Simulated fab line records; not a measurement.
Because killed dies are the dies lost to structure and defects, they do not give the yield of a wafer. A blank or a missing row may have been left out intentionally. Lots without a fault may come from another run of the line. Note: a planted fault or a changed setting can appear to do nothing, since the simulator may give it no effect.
A lot that was struck, set against a sound lot + flow nand harc + 40 steps out of a route of 1302
Sound: wafers L104.1, L104.2, L104.5. Wafers L111.2, L111.3, L111.4 were the ones struck. The cause is given at the end.
At each step with rows: each side's tool, then ch and its chambers, then its first start. Under that, the readings that differ: sound wafers + struck wafers + difference of the means + sigmas: that difference in standard deviations of wafers without a fault.
alike: same words and numbers on both sides, and readings whose means sit less than 2 such deviations apart. not compared: any withheld reading, any reading some wafer has no value for, any bound like >300 that may hide the same value, and any number with overlapping values for which the record gives no deviation.
The two part at a step that has a row with sigmas, a row that says differs or no value, or rows on one side only. Non-overlapping numbers with no deviation appear without sigmas and do not part them. A reading that every wafer of one side lacks parts them only if that side has two wafers or more.

first, 2 steps without rows for these wafers: NHARC_P_M0_PEB_07 (peb time 65 s); NHARC_P_M0_DEVELOP_08 (develop time 35 s).
NHARC_P_M0_CD_MEAS_09 targets a cd of 90 nm.
  sound on cd sem-03 ch 0, day 8 13:40; struck on cd sem-03 ch 0, day 11 00:16
  alike: cd nm
NHARC_P_M0_OVL_MEAS_10: pitch 180 nm.
  sound: overlay-01 at day 8 13:44; struck: overlay-01 at day 11 00:21
| reading           | sound          | struck      | difference | sigmas |
|-------------------|----------------|-------------|------------|--------|
| overlay x nm (nm) | -1.9 -1.7 -1.8 | 0.3 0.8 0.7 | +2.4       | +3     |
  alike: overlay y nm
NHARC_P_M0_INSPECT_11:
  sound: defect inspect-02 at day 8 13:47; struck: defect inspect-01 at day 11 00:23
  alike: raw defect count
NHARC_P_M0_DESCUM_14: chemistry O2, time 3 s.
  sound on rie diel-02 ch 0,1,3, day 8 13:50; struck on rie diel-02 ch 0,1,2, day 11 00:27
  alike: chamber pressure mTorr, drypump motor current A, oes product au, rf vpp V, showerhead plenum p Torr, throttle valve pct
  not compared: rf hours counter h
then, 2 steps without rows for these wafers: NHARC_P_M0_ETCH_34 (etches the open film in N2/H2, target depth 40 nm, overetch 12 nm, time 43.94 s); NHARC_P_M0_ETCH_15 (etches the open film in C4F8/Ar, target depth 150 nm, overetch 15 nm, time 82.5 s).
NHARC_P_M0_CD_MEAS_16:
  sound: cd sem-02 at day 8 14:11; struck: cd sem-03 at day 11 00:45
  alike: cd nm
then, 3 steps without rows for these wafers: NHARC_P_M0_STRIP_18 (strips in N2/H2); NHARC_P_M0_STRIP_19 (strips in post etch residue remover, time 600 s); NHARC_P_M0_DEGAS_28 (time 60 s).
NHARC_P_M0_PRE_CLEAN_29: time 30 s.
  sound: pvd sputter-01 at day 8 14:52; struck: pvd sputter-03 at day 11 01:26
  alike: heater power w
then, 4 steps without rows for these wafers: NHARC_P_M0_PVD_20 (deposits TaN, target thk 5 nm, time 8.06 s); NHARC_P_M0_PVD_21 (deposits Cu, target thk 30 nm, time 20.49 s); NHARC_P_M0_ECD_22 (material Cu, target thk 400 nm); NHARC_P_M0_ANNEAL_30 (time 90 s).
NHARC_P_M0_CMP_23: polishes, t overpolish 20 s, target thk 117.54 nm.
  sound on cmp-03 ch 0,1,3, day 8 15:55; struck on cmp-01 ch 0,2,3, day 11 02:27
  alike: motor current A, time to endpoint s
NHARC_P_M0_THK_MEAS_24: measures by xrf.
  sound: film metro-01 at day 8 16:12; struck: film metro-01 at day 11 02:46
  alike: thk nm
following that, these wafers have no rows for 1 step: NHARC_P_M0_SRD_25.
NHARC_P_M0_PRE_CLEAN_31: time 12 s.
  sound on pecvd-04 ch 0,2, day 8 16:26; struck on pecvd-04 ch 0,2, day 11 03:00
  alike: heater power w
NHARC_P_M0_DEP_32: deposits SiCN, target thk 30 nm.
  sound on pecvd-04 ch 0,2, day 8 16:33; struck on pecvd-04 ch 0,2, day 11 03:07
  alike: heater power w
then, 10 steps without rows for these wafers: NHARC_P_M1_DEP_00 (deposits SiOC, target thk 182.5 nm); NHARC_P_M1_DEHYDRATE_01 (time 120 s); NHARC_P_M1_HMDS_02 (time 30 s); NHARC_P_M1_COAT_34 (time 65 s); NHARC_P_M1_COAT_03 (resist thk 90 nm); NHARC_P_M1_SOFTBAKE_04 (time 55 s); NHARC_P_M1_EBR_05; NHARC_P_M1_EXPOSE_06 (exposes mask P M1, target cd 130 nm); NHARC_P_M1_PEB_07 (peb time 65 s); NHARC_P_M1_DEVELOP_08 (develop time 35 s).
NHARC_P_M1_CD_MEAS_09 targets a cd of 130 nm.
  sound on cd sem-03 ch 0, day 8 17:45; struck on cd sem-02 ch 0, day 11 04:19
  alike: cd nm
NHARC_P_M1_OVL_MEAS_10: pitch 260 nm.
  sound: overlay-01 at day 8 17:50; struck: overlay-02 at day 11 04:24
| reading           | sound       | struck         | difference | sigmas |
|-------------------|-------------|----------------|------------|--------|
| overlay x nm (nm) | 1.7 1.2 1.7 | -0.7 -1.5 -0.9 | -2.6       | -4     |
  alike: overlay y nm
NHARC_P_M1_DESCUM_14: chemistry O2, time 3 s.
  sound on rie diel-10 ch 1,2, day 8 17:57; struck on rie diel-12 ch 1,2,3, day 11 04:30
  alike: chamber pressure mTorr, drypump motor current A, oes product au, rf vpp V, showerhead plenum p Torr, throttle valve pct
  not compared: rf hours counter h
then, 2 steps without rows for these wafers: NHARC_P_M1_ETCH_35 (etches the open film in N2/H2, target depth 40 nm, overetch 12 nm, time 43.94 s); NHARC_P_M1_ETCH_15 (etches the open film in C4F8/Ar, target depth 182.5 nm, time 91.2 s).
NHARC_P_M1_CD_MEAS_16:
  sound: cd sem-02 at day 8 18:15; struck: cd sem-01 at day 11 04:48
  alike: cd nm
then, 1 step without rows for these wafers: NHARC_P_M1_STRIP_18 (strips in N2/H2).
-- the record jumps here: 18 days lie between the struck wafers' starts before and after (it left off in module P_M1 and takes up again in module END, whose first step shown is number 1302 of the route) --
NHARC_END_SORT_01:
  sound on prober-01 ch 0, day 27 07:19; struck on prober-01 ch 0, day 28 22:55
| reading             | sound | struck   | difference | sigmas |
|---------------------|-------|----------|------------|--------|
| killed at periphery | 5 3 1 | 24 13 23 | +17        | +6     |
  alike: defect limited yield, killed at array, killed at other, killed dies, killed open, killed short, sort_bin_2_pct, sort_bin_3_pct, sort_bin_4_pct, sort n pass, sort rim yield pct, sort yield pct

== WHERE THEY PART ==
Last at NHARC_END_SORT_01 as far as this record goes, first at NHARC_P_M0_OVL_MEAS_10.

WHY: what had been put in by the simulator
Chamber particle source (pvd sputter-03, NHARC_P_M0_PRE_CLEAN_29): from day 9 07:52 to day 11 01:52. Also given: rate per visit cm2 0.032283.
